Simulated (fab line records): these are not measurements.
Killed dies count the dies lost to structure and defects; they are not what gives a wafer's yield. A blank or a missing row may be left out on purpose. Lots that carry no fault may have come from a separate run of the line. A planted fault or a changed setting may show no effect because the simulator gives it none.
Which tool is to blame? :: flow nand-harc :: 6 lots with 18 wafers sampled at 3 steps, on a route of 1159 steps

== WHAT THE GAUGES SHOWED, per wafer ==
NHARC_A_ONON_D1_THK_MEAS_30: measures by ellipsometry.
lot: L628
measured: day 8 11:16
on: film-metro-02
thk-nm (nm): 987 985 986

lot: L629
measured: day 8 21:34
on: film-metro-01
thk-nm (nm): 996 998 995

lot: L631
measured: day 9 03:17
on: film-metro-01
thk-nm (nm): 1011 1013 1011

lot: L638
measured: day 11 08:19
on: film-metro-02
thk-nm (nm): 985 1368 986

lot: L645
measured: day 12 10:17
on: film-metro-01
thk-nm (nm): 1013 1014 1014

lot: L647
measured: day 13 06:34
on: film-metro-01
thk-nm (nm): 982 984 985

== EACH LOT AND THE TOOL THAT RAN IT (in order: tool; ch and the chambers of the sampled wafers; start) ==
lot: L628
NHARC_P_BONDPAD_PVD_27: pvd-sputter-01, day 8 10:08 or earlier
NHARC_A_ONON_D1_DEP_28: pecvd-onon-01 ch 0, day 8 10:49

lot: L629
NHARC_P_BONDPAD_PVD_27: pvd-sputter-03, day 8 20:25 or earlier
NHARC_A_ONON_D1_DEP_28: pecvd-onon-01 ch 0, day 8 21:03

lot: L631
NHARC_P_BONDPAD_PVD_27: pvd-sputter-03, day 9 02:08 or earlier
NHARC_A_ONON_D1_DEP_28: pecvd-onon-02 ch 0, day 9 02:46

lot: L638
NHARC_P_BONDPAD_PVD_27: pvd-sputter-03, day 11 07:08 or earlier
NHARC_A_ONON_D1_DEP_28: pecvd-onon-01 ch 0, day 11 07:47

lot: L645
NHARC_P_BONDPAD_PVD_27: pvd-sputter-03, day 12 09:08 or earlier
NHARC_A_ONON_D1_DEP_28: pecvd-onon-02 ch 0, day 12 09:47

lot: L647
NHARC_P_BONDPAD_PVD_27: pvd-sputter-01, day 13 05:26 or earlier
NHARC_A_ONON_D1_DEP_28: pecvd-onon-03 ch 0, day 13 06:03
- NHARC_P_BONDPAD_PVD_27: deposits Cu, target thk 30 nm, time 20.49 s.
- NHARC_A_ONON_D1_DEP_28: target thk 1000 nm.

== THE ANSWER, worked out from the rows above alone ==
Rule: usual is defined by the lots themselves. The widest of any qualifying gaps counts: lots, ordered by their means at a reading, are off when they make up no more than a third of the lots, leave a main group of 4 or more, and stand apart from it by 3 or more times the standard deviation of that group's means. The tables above print the reading to a certain number of digits; a main group whose means all agree to those digits is not used. A lot without any number at a reading at which 4 lots or more have one is off too. All remaining lots with rows at the step are treated as sound.
Off, at NHARC_A_ONON_D1_THK_MEAS_30 on thk-nm: L638. Main group: mean 998 nm, sd 13.
A tool fits if, at a process step before that reading, it ran every lot that is off, and no sound lot after the first of them. The gauges at NHARC_A_ONON_D1_THK_MEAS_30 are tried like those tools. NHARC_P_BONDPAD_PVD_27 gives no start for some lots, so the hours and the order of its lots are those of NHARC_A_ONON_D1_THK_MEAS_24. This does not decide it: 2 tools fit, namely pecvd-onon-01 at NHARC_A_ONON_D1_DEP_28 and film-metro-02 at NHARC_A_ONON_D1_THK_MEAS_30.

== WHAT WAS PUT IN BY THE SIMULATOR ==
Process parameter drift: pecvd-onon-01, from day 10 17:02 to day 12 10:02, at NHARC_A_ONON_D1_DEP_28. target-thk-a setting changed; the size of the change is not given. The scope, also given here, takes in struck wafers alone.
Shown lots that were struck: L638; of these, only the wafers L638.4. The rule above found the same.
